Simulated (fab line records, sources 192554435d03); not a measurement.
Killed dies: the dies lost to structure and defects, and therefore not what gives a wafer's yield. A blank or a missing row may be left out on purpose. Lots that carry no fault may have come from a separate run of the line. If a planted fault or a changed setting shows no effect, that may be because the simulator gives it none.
Matching of chambers -- flow n5 finfet -- 3 sister chambers for N5_BEOL_M8_ILD_DEP_00 on pecvd-02
The step deposits SiCOH lowk from DEMS/porogen, target thk 179.75 nm, time 33.4 s. 20 wafers are shown with their chamber, then 10 later ones without.

WAFERS, EACH WITH ITS CHAMBER
wafer,chamber,throttle valve pct (%),heater power w (W),heater power outer w (W)
L075.1,2,12.9,239,116
L075.4,2,12.7,238,118
L075.5,0,15.5,410,210
L082.1,1,14.6,299,137
L082.4,2,12.9,242,123
L082.6,0,15.2,419,209
L083.1,1,14.6,274,123
L083.4,1,14.9,274,126
L083.5,0,15.3,399,207
L085.3,2,12.9,210,99
L085.5,2,12.6,213,100
L085.6,1,14.7,294,138
L086.1,0,15.4,375,181
L086.5,1,14.8,297,138
L086.6,0,15.4,393,199
L084.1,0,15.5,414,210
L084.2,1,14.8,293,138
L084.6,0,15.3,421,215
L091.1,1,15.2,298,142
L091.2,2,12.7,236,110

SIGNATURES (means of the wafers above)
reading,chamber 0,chamber 1,chamber 2,scatter within a chamber
throttle valve pct,15.371,14.800,12.783,0.158
heater power w,404.43,289.86,229.67,14.1
heater power outer w,204.43,134.57,111.00,9.6
Rule: a wafer's distance from a chamber is the root of the sum, over the readings, of the square of ((its reading less the chamber's mean) divided by the reading's scatter). If the next closest chamber is less than 2 further off than the closest, the wafer can't be placed; otherwise it belongs to the closest. The scatter: take each reading less its chamber's mean, square it, sum over the shown wafers, divide by the number of wafers less the number of chambers, and take the root.

WAFERS WHOSE CHAMBER IS MISSING
wafer,throttle valve pct (%),heater power w (W),heater power outer w (W)
L091.3,15.2,386,196
L093.1,15.2,372,184
L093.5,15.3,392,190
L093.6,13.1,210,100
L094.1,14.6,318,148
L094.3,12.8,241,123
L094.4,12.4,241,126
L095.2,15.1,391,188
L095.4,14.8,269,118
L095.5,13.0,241,121

EACH ONE'S CHAMBER
wafer,from the rows above,in truth
L091.3,0,0
L093.1,0,0
L093.5,0,0
L093.6,2,2
L094.1,1,1
L094.3,2,2
L094.4,2,2
L095.2,0,0
L095.4,1,1
L095.5,2,2
Correct placement for 10 of the 10. From these rows, 0 cannot be placed. Placed wrongly: 0.
